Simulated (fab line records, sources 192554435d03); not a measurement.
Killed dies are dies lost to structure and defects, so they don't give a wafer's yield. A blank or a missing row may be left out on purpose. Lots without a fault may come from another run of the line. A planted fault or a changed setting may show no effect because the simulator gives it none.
Which tool did it? | flow n5_finfet | 12 lots, 34 wafers sampled, at 5 steps of a route of 1938

WHAT THE GAUGES READ, wafer by wafer
The record holds no reading of a measuring or inspecting step that can be judged against a usual standard deviation.

WHICH TOOL RAN EACH LOT (tool, then ch and the chambers of the sampled wafers, then the start)
lot  | N5_MOL_CONTACT_COAG_CONTACT_ETCH_14 | N5_MOL_CONTACT_COAG_PRE_CLEAN_141 | N5_MOL_CONTACT_COAG_ALD_27       | N5_MOL_CONTACT_COAG_ALD_123       | N5_PASSIVATION_PROBE_49
L276 | rie_diel-02 ch 0,1,3, day 5 00:17   | pvd_sputter-03, day 5 02:25       | ald_sin-04 ch 0,1, day 5 06:13   | ald_sin-03 ch 0,2,3, day 5 08:08  | -
L277 | rie_diel-04 ch 1,2,3, day 5 11:55   | pvd_sputter-03, day 5 14:16       | ald_sin-04 ch 1,2, day 5 20:50   | ald_sin-02 ch 1,3, day 5 23:11    | -
L278 | rie_diel-06 ch 0,1, day 5 16:25     | pvd_sputter-02, day 5 21:05       | ald_sin-02 ch 2,3, day 6 01:08   | ald_sin-03 ch 2,3, day 6 03:02    | -
L279 | rie_diel-06 ch 1,2, day 5 19:05     | pvd_sputter-02, day 5 20:45       | ald_sin-04 ch 1,2,3, day 6 00:36 | ald_sin-04 ch 0,1, day 6 02:57    | -
L280 | rie_diel-02 ch 0,1, day 6 02:48     | pvd_sputter-01, day 6 05:49       | ald_sin-04 ch 0,2,3, day 6 09:25 | ald_sin-04 ch 1,2,3, day 6 11:19  | prober-02, day 14 12:49
L281 | rie_diel-06 ch 0,1, day 6 04:56     | pvd_sputter-02, day 6 07:46       | ald_sin-04 ch 1,3, day 6 12:20   | ald_sin-02 ch 0,1,3, day 6 14:14  | -
L282 | rie_diel-04 ch 0,1,3, day 6 10:25   | pvd_sputter-01, day 6 12:04       | ald_sin-04 ch 0,1,3, day 6 16:32 | ald_sin-02 ch 0,1, day 6 18:41    | -
L283 | rie_diel-02 ch 2,3, day 6 15:55     | pvd_sputter-03, day 6 17:28       | ald_sin-04 ch 0,1, day 6 21:17   | ald_sin-04 ch 2,3, day 6 23:44    | -
L292 | rie_diel-04 ch 1,2, day 8 23:13     | pvd_sputter-03, day 9 01:59       | ald_sin-02 ch 0,3, day 9 05:15   | ald_sin-03 ch 2,3, day 9 07:09    | -
L295 | rie_diel-06 ch 0,2,3, day 9 19:39   | pvd_sputter-03, day 10 00:03      | ald_sin-02 ch 0,1, day 10 04:58  | ald_sin-02 ch 0,1,3, day 10 06:53 | -
L296 | rie_diel-04 ch 0,1,2, day 9 21:44   | pvd_sputter-03, day 10 00:40      | ald_sin-03 ch 0,3, day 10 05:28  | ald_sin-03 ch 0,3, day 10 08:45   | -
L298 | rie_diel-04 ch 0,2,3, day 10 12:42  | pvd_sputter-02, day 10 16:40      | ald_sin-02 ch 0,2, day 10 20:02  | ald_sin-02 ch 0,2, day 10 21:57   | -
- N5_MOL_CONTACT_COAG_CONTACT_ETCH_14: etches SiO2 in C4F6/O2, target depth 27.5 nm, overetch 8.5 nm, time 20 s.
- N5_MOL_CONTACT_COAG_PRE_CLEAN_141: time 60 s.
- N5_MOL_CONTACT_COAG_ALD_27: deposits SiOC, target thk 17 nm, pulse time 1.5 s, time 2720 s.
- N5_MOL_CONTACT_COAG_ALD_123: deposits SiNx, target thk 5 nm, pulse time 1 s, purge time 2 s.
- N5_PASSIVATION_PROBE_49

WHAT THE TOOLS THEMSELVES READ (means of the sampled wafers that have a number; where no wafer has one, the mark that the record gives instead)
N5_MOL_CONTACT_COAG_CONTACT_ETCH_14. Usual: drypump_motor_current_A 6.0 A, standard deviation 0.47; oes_ar_750_au 0.77 a.u., standard deviation 0.08; oes_product_au 0.66 a.u., standard deviation 0.066; rf_vpp_V 693 V, standard deviation 3.4; showerhead_plenum_p_Torr 2.88 Torr, standard deviation 0.098; throttle_valve_pct 21.23 %, standard deviation 0.26.
lot  | tool        | drypump_motor_current_A (A) | oes_ar_750_au (a.u.) | oes_product_au (a.u.) | rf_vpp_V (V) | showerhead_plenum_p_Torr (Torr) | throttle_valve_pct (%) | flag
L276 | rie_diel-02 | 6.3                         | 0.76                 | 0.66                  | 692          | 2.85                            | 21.34                  |
L277 | rie_diel-04 | 5.9                         | 0.76                 | 0.65                  | 695          | 2.91                            | 21.18                  |
L278 | rie_diel-06 | 6.1                         | 0.81                 | 0.70                  | 692          | 2.86                            | 21.07                  |
L279 | rie_diel-06 | 5.5                         | 0.82                 | 0.69                  | 690          | 2.83                            | 21.08                  |
L280 | rie_diel-02 | 6.1                         | 0.82                 | 0.69                  | 693          | 2.88                            | 21.23                  |
L281 | rie_diel-06 | 6.0                         | 0.82                 | 0.70                  | 691          | 2.84                            | 21.04                  |
L282 | rie_diel-04 | 5.8                         | 0.78                 | 0.66                  | 694          | 2.90                            | 21.20                  |
L283 | rie_diel-02 | 6.3                         | 0.69                 | 0.59                  | 692          | 2.87                            | 21.60                  |
L292 | rie_diel-04 | 5.9                         | 0.86                 | 0.73                  | 696          | 2.99                            | 21.16                  |
L295 | rie_diel-06 | 5.9                         | 0.74                 | 0.64                  | 693          | 2.91                            | 21.18                  |
L296 | rie_diel-04 | 5.9                         | 0.86                 | 0.74                  | 696          | 2.98                            | 21.19                  |
L298 | rie_diel-04 | 5.9                         | 0.88                 | 0.74                  | 699          | 3.02                            | 21.03                  |

N5_MOL_CONTACT_COAG_PRE_CLEAN_141. Usual: heater_power_w 463 W, standard deviation 64.
lot  | tool           | heater_power_w (W) | flag
L276 | pvd_sputter-03 | 433                |
L277 | pvd_sputter-03 | 429                |
L278 | pvd_sputter-02 | 548                |
L279 | pvd_sputter-02 | 484                |
L280 | pvd_sputter-01 | 480                |
L281 | pvd_sputter-02 | 441                |
L282 | pvd_sputter-01 | 481                |
L283 | pvd_sputter-03 | 422                |
L292 | pvd_sputter-03 | 407                |
L295 | pvd_sputter-03 | 446                |
L296 | pvd_sputter-03 | 392                |
L298 | pvd_sputter-02 | 484                |

N5_MOL_CONTACT_COAG_ALD_27. Usual: heater_power_w 854 W, standard deviation 90; precursor_pulse_height_rel 1.002, standard deviation 0.021; run_length_s 2769.9 s, standard deviation 0.76.
lot  | tool       | heater_power_w (W) | precursor_pulse_height_rel | run_length_s (s) | flag
L276 | ald_sin-04 | 768                | 1.011                      | 2769.7           |
L277 | ald_sin-04 | 818                | 1.017                      | 2769.2           |
L278 | ald_sin-02 | 848                | 1.004                      | 2770.6           |
L279 | ald_sin-04 | 877                | 1.014                      | 2769.1           |
L280 | ald_sin-04 | 883                | 1.014                      | 2769.1           |
L281 | ald_sin-04 | 920                | 1.010                      | 2768.9           |
L282 | ald_sin-04 | 838                | 0.994                      | 2769.5           |
L283 | ald_sin-04 | 774                | 1.007                      | 3385.4           | OFF
L292 | ald_sin-02 | 798                | 0.997                      | 2770.6           |
L295 | ald_sin-02 | 835                | 1.003                      | 2770.2           |
L296 | ald_sin-03 | 824                | 1.003                      | 2770.5           |
L298 | ald_sin-02 | 923                | 1.010                      | 2770.5           |

N5_MOL_CONTACT_COAG_ALD_123. Usual: heater_power_w 837 W, standard deviation 89; precursor_pulse_height_rel 1.000, standard deviation 0.021.
lot  | tool       | heater_power_w (W) | precursor_pulse_height_rel | flag
L276 | ald_sin-03 | 849                | 0.998                      |
L277 | ald_sin-02 | 776                | 1.004                      |
L278 | ald_sin-03 | 762                | 1.015                      |
L279 | ald_sin-04 | 751                | 0.991                      |
L280 | ald_sin-04 | 864                | 1.008                      |
L281 | ald_sin-02 | 786                | 1.018                      |
L282 | ald_sin-02 | 825                | 1.005                      |
L283 | ald_sin-04 | 921                | 0.992                      |
L292 | ald_sin-03 | 769                | 0.995                      |
L295 | ald_sin-02 | 809                | 0.982                      |
L296 | ald_sin-03 | 951                | 1.011                      |
L298 | ald_sin-02 | 873                | 0.999                      |

N5_PASSIVATION_PROBE_49. Usual: killed_at_M0_to_M3 32, standard deviation 11; killed_at_M4_up 12, standard deviation 4.4; killed_at_contacts 13, standard deviation 6.1; killed_at_front_end 39, standard deviation 12; killed_at_other 3.9, standard deviation 3; killed_dies 100, standard deviation 17; killed_open 66, standard deviation 12; killed_short 33, standard deviation 7.4.
lot  | tool      | killed_at_M0_to_M3 | killed_at_M4_up | killed_at_contacts | killed_at_front_end | killed_at_other | killed_dies | killed_open | killed_short | flag
L280 | prober-02 | 35                 | 9               | 14                 | 43                  | 1.0             | 102         | 69          | 30           |

THE ANSWER, worked out from the rows above alone
Rule: a lot is off if the mean of its wafers that have a number lies more than 3 standard deviations from the usual mean. A lot without any number at a reading at which 4 lots or more have one is off too. The other lots that the step has rows for count as sound. The gauges are gone through in route order, then the tools' own readings, and for those a lot's mean is taken as printed above. The first step at which some lot is off is used, and at that step the reading that is off furthest; a lot without a number counts as furthest.
Off: L283, at N5_MOL_CONTACT_COAG_ALD_27 (run_length_s).
A tool fits if, at that step or a process step before it, it ran every lot that is off, and no sound lot after the first of them. Can't be told from this: 2 tools fit, rie_diel-02 at N5_MOL_CONTACT_COAG_CONTACT_ETCH_14, ald_sin-04 at N5_MOL_CONTACT_COAG_ALD_27.

WHAT THE SIMULATOR HAD PUT IN
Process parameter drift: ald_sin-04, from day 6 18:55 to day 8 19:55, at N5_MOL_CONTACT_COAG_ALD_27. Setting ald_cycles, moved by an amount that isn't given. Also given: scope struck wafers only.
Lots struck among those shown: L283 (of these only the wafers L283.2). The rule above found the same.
